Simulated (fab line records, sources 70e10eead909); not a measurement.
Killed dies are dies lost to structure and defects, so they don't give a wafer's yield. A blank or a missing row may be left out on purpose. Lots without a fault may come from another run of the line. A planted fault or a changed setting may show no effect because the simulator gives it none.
fab line records | flow nand_harc
record lots=6 wafers=16 last_day=24
route steps=1159 shown A_SOURCE_PLATE@418 A_ONON_D1@424
lots that met no fault: from a run of the same line without faults
start_h: hours from the record's first day to the start of the lot's first wafer shown | wait_h: hours since the lot's step before | " the same as in the row above | L1.1+2: a row that stands for several wafers | - no value, or no start given | * or withheld: withheld | < > ~ a bound
route shown NAME@n: a module of which the file shows steps, and the number in the route of the first | usual: mean/standard deviation of fault-free wafers | same: alike in all rows | chamber/n: place in a boat | sites: the reading at each site | _std_site: their standard deviation | _edge_site: outer sites' mean less inner sites' | radius_mm: how far each site lies from the wafer's centre | mask NAME#n: copy n | behind: the tool/chamber that last shaped the wafer | hold: why the lot was held/for how many hours/how that ended | device: the transistor (n, p or np) that didn't switch | end of line: the same wafers' tests at the end of the route | a step without rows: its recipe alone | killed: dies lost to structure and defects at the first sort, not the wafer's yield | map: a wafer's dies, x killed, . not, _ none there
set.NAME: the setting as run; set.NAME@STEP: as run at that earlier step | model.NAME: the simulator's own value behind a step, which no gauge read
lots at some steps of the route; a table a step, a row a wafer
services: from which hour (start_h, from the record's first day; less than 0 if before it) a tool's chamber was out of use, for how many hours, and why
## steps
# step NHARC_A_SOURCE_PLATE_CVD_03
# recipe target_thk_a=2000 temp_c=620 pressure_mtorr=200 time_s=4000 material=poly-Si
# step NHARC_A_SOURCE_PLATE_ANNEAL_05
# recipe temp_c=850 time_s=1800
# step NHARC_A_SOURCE_PLATE_THK_MEAS_06
# recipe thk_meas_gauge=ellipsometry
# usual thk_nm=200.3/2.6
# columns lot.wafer tool chamber start_h wait_h thk_nm
L597.2 film_metro-02 - 192.97 0.4 206.6
L597.4 " - " " 203.5
L597.6 " - " " 204.9
L600.2 film_metro-01 - 220.70 0.4 202.7
L605.2 film_metro-02 - 233.39 0.4 204.0
L605.3 " - " " 203.8
L605.4 " - " " 203.7
L614.1 film_metro-01 - 284.13 0.4 200.1
L614.4 " - " " 199.4
L614.5 " - " " 199.4
L613.2 film_metro-02 - 284.13 0.4 201.2
L613.5 " - " " 202.0
L613.6 " - " " 201.5
L611.2 film_metro-02 - 284.13 0.4 194.6
L611.3 " - " " 193.8
L611.6 " - " " 196.9
# step NHARC_A_SOURCE_PLATE_INSPECT_08
# usual raw_defect_count=62/24
# columns lot.wafer tool chamber start_h wait_h raw_defect_count
L597.2 defect_inspect-01 - 193.03 0.0 29
L597.4 " - " " 56
L597.6 " - " " 45
L600.2 defect_inspect-01 - 220.81 0.0 55
L605.2 defect_inspect-01 - 233.46 0.0 47
L605.3 " - " " 49
L605.4 " - " " 37
L614.1 defect_inspect-01 - 284.21 0.0 57
L614.4 " - " " 79
L614.5 " - " " 51
L611.2 defect_inspect-02 - 284.22 0.0 65
L611.3 " - " " 109
L611.6 " - " " 85
L613.2 defect_inspect-01 - 284.23 0.0 42
L613.5 " - " " 29
L613.6 " - " " 32
# step NHARC_A_ONON_D1_DEP_00
# recipe target_thk_a=10000 n2_flow_sccm=2750 n2o_flow_sccm=2000 nh3_flow_sccm=500 sih4_flow_sccm=210 temp_c=400
# step NHARC_A_ONON_D1_THK_MEAS_02
# recipe thk_meas_gauge=ellipsometry
# usual thk_nm=1001/10
# columns lot.wafer tool chamber start_h wait_h thk_nm
L597.2 film_metro-01 - 193.62 - 1005
L597.4 " - " " 1004
L597.6 " - " " 1002
L600.2 film_metro-01 - 221.41 - 1005
L605.2 film_metro-01 - 234.04 - 1001
L605.3 " - " " 1000
L605.4 " - " " 998
L614.1 film_metro-02 - 284.79 - 1003
L614.4 " - " " 1005
L614.5 " - " " 1004
L613.2 film_metro-02 - 284.81 - 991
L613.5 " - " " 991
L613.6 " - " " 991
L611.2 film_metro-02 - 285.11 - 984
L611.3 " - " " 988
L611.6 " - " " 984
# step NHARC_A_ONON_D1_DEP_03
# recipe target_thk_a=10000 n2_flow_sccm=2750 n2o_flow_sccm=2000 nh3_flow_sccm=500 sih4_flow_sccm=210 temp_c=400
# step NHARC_A_ONON_D1_THK_MEAS_05
# recipe thk_meas_gauge=ellipsometry
# usual thk_nm=1003/9.8
# columns lot.wafer tool chamber start_h wait_h thk_nm
L597.2 film_metro-01 - 194.18 - 996
L597.4 " - " " 996
L597.6 " - " " 997
L600.2 film_metro-01 - 221.98 - 999
L605.2 film_metro-01 - 234.61 - 1009
L605.3 " - " " 1008
L605.4 " - " " 1009
L614.1 film_metro-01 - 285.35 - 1009
L614.4 " - " " 1009
L614.5 " - " " 1009
L613.2 film_metro-02 - 285.46 - 1007
L613.5 " - " " 1008
L613.6 " - " " 1007
L611.2 film_metro-01 - 285.69 - 1015
L611.3 " - " " 1017
L611.6 " - " " 1015
# step NHARC_A_ONON_D1_DEP_06
# recipe target_thk_a=10000 n2_flow_sccm=2750 n2o_flow_sccm=2000 nh3_flow_sccm=500 sih4_flow_sccm=210 temp_c=400
# step NHARC_A_ONON_D1_THK_MEAS_08
# recipe thk_meas_gauge=ellipsometry
# usual thk_nm=998/9.6
# columns lot.wafer tool chamber start_h wait_h thk_nm
L597.2 film_metro-01 - 194.75 - 1001
L597.4 " - " " 1000
L597.6 " - " " 1000
L600.2 film_metro-01 - 222.54 - 1002
L605.2 film_metro-01 - 235.18 - 995
L605.3 " - " " 996
L605.4 " - " " 996
L614.1 film_metro-01 - 285.94 - 1018
L614.4 " - " " 1020
L614.5 " - " " 1018
L613.2 film_metro-02 - 286.04 - 988
L613.5 " - " " 989
L613.6 " - " " 990
L611.2 film_metro-02 - 286.26 - 983
L611.3 " - " " 983
L611.6 " - " " 984
# step NHARC_A_ONON_D1_DEP_09
# recipe target_thk_a=10000 n2_flow_sccm=2750 n2o_flow_sccm=2000 nh3_flow_sccm=500 sih4_flow_sccm=210 temp_c=400
# usual n2_flow_sccm=2750/8.3
# columns lot.wafer tool chamber start_h wait_h n2_flow_sccm
L597.2 pecvd_onon-03 0 194.86 0.1 2743
L597.4 " 0 " " 2751
L597.6 " 0 " " 2755
L600.2 pecvd_onon-03 0 222.65 0.1 2753
L605.2 pecvd_onon-04 0 235.29 0.1 2751
L605.3 " 0 " " 2744
L605.4 " 0 " " 2749
L614.1 pecvd_onon-04 0 286.00 0.1 2764
L614.4 " 0 " " 2761
L614.5 " 0 " " 2753
L613.2 pecvd_onon-03 0 286.15 0.1 2766
L613.5 " 0 " " 2779
L613.6 " 0 " " 2765
L611.2 pecvd_onon-02 0 286.37 0.1 2747
L611.3 " 0 " " 2744
L611.6 " 0 " " 2744
# step NHARC_A_ONON_D1_THK_MEAS_11
# recipe thk_meas_gauge=ellipsometry
# usual thk_nm=1002/9.6
# columns lot.wafer tool chamber start_h wait_h thk_nm
L597.2 film_metro-01 - 195.31 - 697
L597.4 " - " " 983
L597.6 " - " " 981
L600.2 film_metro-02 - 223.10 - 727
L605.2 film_metro-01 - 235.75 - 1003
L605.3 " - " " 1003
L605.4 " - " " 1001
L614.1 film_metro-01 - 286.52 - 1016
L614.4 " - " " 1017
L614.5 " - " " 1017
L613.2 film_metro-02 - 286.60 - 1012
L613.5 " - " " 1012
L613.6 " - " " 1013
L611.2 film_metro-01 - 286.82 - 997
L611.3 " - " " 999
L611.6 " - " " 1000
# step NHARC_A_ONON_D1_DEP_12
# recipe target_thk_a=10000 n2_flow_sccm=2750 n2o_flow_sccm=2000 nh3_flow_sccm=500 sih4_flow_sccm=210 temp_c=400
## services
# columns tool chamber start_h hours kind
pecvd_onon-04 - 237.00 13.0 pm
## key
first_sign step=NHARC_A_ONON_D1_THK_MEAS_11 reading=thk_nm direction=down sigmas=30 usual=1002 struck=712
effect none on later readings
met_at NHARC_A_ONON_D1_DEP_09
struck_wafers L597.2,L600.2
rows_end L600.2
sort_left_out L597.2
tester_left_out L597
fault kind=process_parameter_drift tool=pecvd_onon-03 chamber=- onset_h=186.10 steps=NHARC_A_ONON_D1_DEP_09 channel=target_thk_a offset=* shape=step end_h=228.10 scope=struck_wafers_only acts_in=* stated=*
# tester_left_out: of these lots the tester's yield and bins aren't shown, on N5 and GAA mostly nor the transistor test; their killed dies are dies lost to structure and defects alone, not to doping, threshold or leakage, so they don't give the yield
# sort_left_out: the simulated sort isn't trusted on such a fault, so these wafers' sort isn't shown, and their yield isn't known
# rows_end: these wafers met a further fault down the route, and their rows from its step on are left out
